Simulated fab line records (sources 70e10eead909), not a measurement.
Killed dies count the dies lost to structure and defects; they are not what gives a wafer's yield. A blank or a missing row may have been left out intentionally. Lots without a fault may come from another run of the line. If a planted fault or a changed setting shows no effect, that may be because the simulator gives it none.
Chamber matching ; flow nandHarc ; rieDiel-01 running NHARC_HYBRID_BOND_ACTIVATE_00: 4 sister chambers
The step chemistry N2, time 60 s. 45 wafers are shown with their chamber, then 12 later ones without.

== WAFERS PAIRED WITH THEIR CHAMBERS ==
wafer;chamber;showerheadPlenumPTorr (Torr);drypumpMotorCurrentA (A);oesProductAu (a.u.)
L075.1;1;1.67;6.5;0.992
L075.2;3;1.81;5.4;1.009
L075.6;3;1.81;5.3;1.010
L077.1;2;1.66;5.2;1.001
L077.2;3;1.81;5.4;0.999
L077.3;1;1.67;6.5;0.992
L076.3;3;1.81;5.3;1.002
L076.4;1;1.67;6.5;0.999
L076.5;2;1.66;5.1;1.008
L081.1;2;1.66;5.2;1.005
L081.2;0;1.76;5.6;1.011
L081.4;3;1.80;5.3;0.996
L079.1;2;1.66;5.1;0.994
L079.2;0;1.76;5.6;1.035
L079.3;3;1.81;5.3;0.996
L079.4;1;1.67;6.5;1.004
L079.5;0;1.76;5.6;1.021
L079.6;1;1.67;6.5;1.006
L080.2;3;1.81;5.3;0.989
L080.3;0;1.76;5.6;1.025
L080.4;1;1.67;6.5;1.001
L082.1;2;1.66;5.1;0.998
L082.3;0;1.75;5.6;1.017
L082.5;3;1.80;5.3;0.987
L085.1;2;1.66;5.1;1.011
L085.2;1;1.67;6.5;1.009
L085.5;2;1.66;5.1;1.014
L084.1;0;1.75;5.7;1.004
L084.2;3;1.80;5.3;0.992
L084.3;1;1.67;6.5;1.008
L086.2;2;1.66;5.1;1.007
L086.3;0;1.75;5.6;1.012
L086.5;3;1.80;5.3;0.982
L087.2;3;1.80;5.3;0.986
L087.5;1;1.67;6.5;1.004
L087.6;0;1.75;5.6;1.014
L090.3;0;1.75;5.7;1.009
L090.5;1;1.67;6.5;1.011
L090.6;0;1.75;5.6;1.014
L089.1;2;1.66;5.1;1.008
L089.2;0;1.75;5.7;1.008
L089.3;1;1.67;6.5;1.006
L091.1;1;1.67;6.5;1.005
L091.3;3;1.80;5.3;0.989
L091.4;3;1.80;5.3;1.002

SIGNATURES (means of the wafers above)
reading;chamber 0;chamber 1;chamber 2;chamber 3;scatter within a chamber
showerheadPlenumPTorr;1.7536;1.6700;1.6600;1.8046;0.00375
drypumpMotorCurrentA;5.627;6.500;5.122;5.315;0.0364
oesProductAu;1.01545;1.00308;1.00511;0.99531;0.00771
Rule: distance of a wafer from a chamber = root of the sum over the readings of ((wafer's reading minus chamber's mean) / reading's scatter) squared. The wafer belongs to the nearest chamber; if the next one is less than 2 further off, it can't be placed. The scatter is the square root of a quotient: the sum, over the shown wafers, of each reading's squared deviation from its chamber's mean, divided by wafers minus chambers.

== WAFERS WITH NO CHAMBER GIVEN ==
wafer;showerheadPlenumPTorr (Torr);drypumpMotorCurrentA (A);oesProductAu (a.u.)
L092.1;1.67;6.5;0.996
L092.3;1.66;5.1;1.009
L092.4;1.80;5.3;0.986
L093.2;1.66;5.2;1.004
L093.4;1.67;6.5;0.990
L093.5;1.67;6.5;1.005
L096.1;1.66;5.2;1.003
L096.3;1.80;5.3;1.009
L096.4;1.75;5.6;1.023
L097.3;1.66;5.1;1.006
L097.4;1.67;6.5;0.996
L097.6;1.75;5.6;1.009

== THE CHAMBER EACH PASSED THROUGH ==
wafer;from the rows above;in truth
L092.1;1;1
L092.3;2;2
L092.4;3;3
L093.2;2;2
L093.4;1;1
L093.5;1;1
L096.1;2;2
L096.3;3;3
L096.4;0;0
L097.3;2;2
L097.4;1;1
L097.6;0;0
Placed correctly: 12 of 12. Left unplaced by these rows: 0. Placed wrongly: 0.
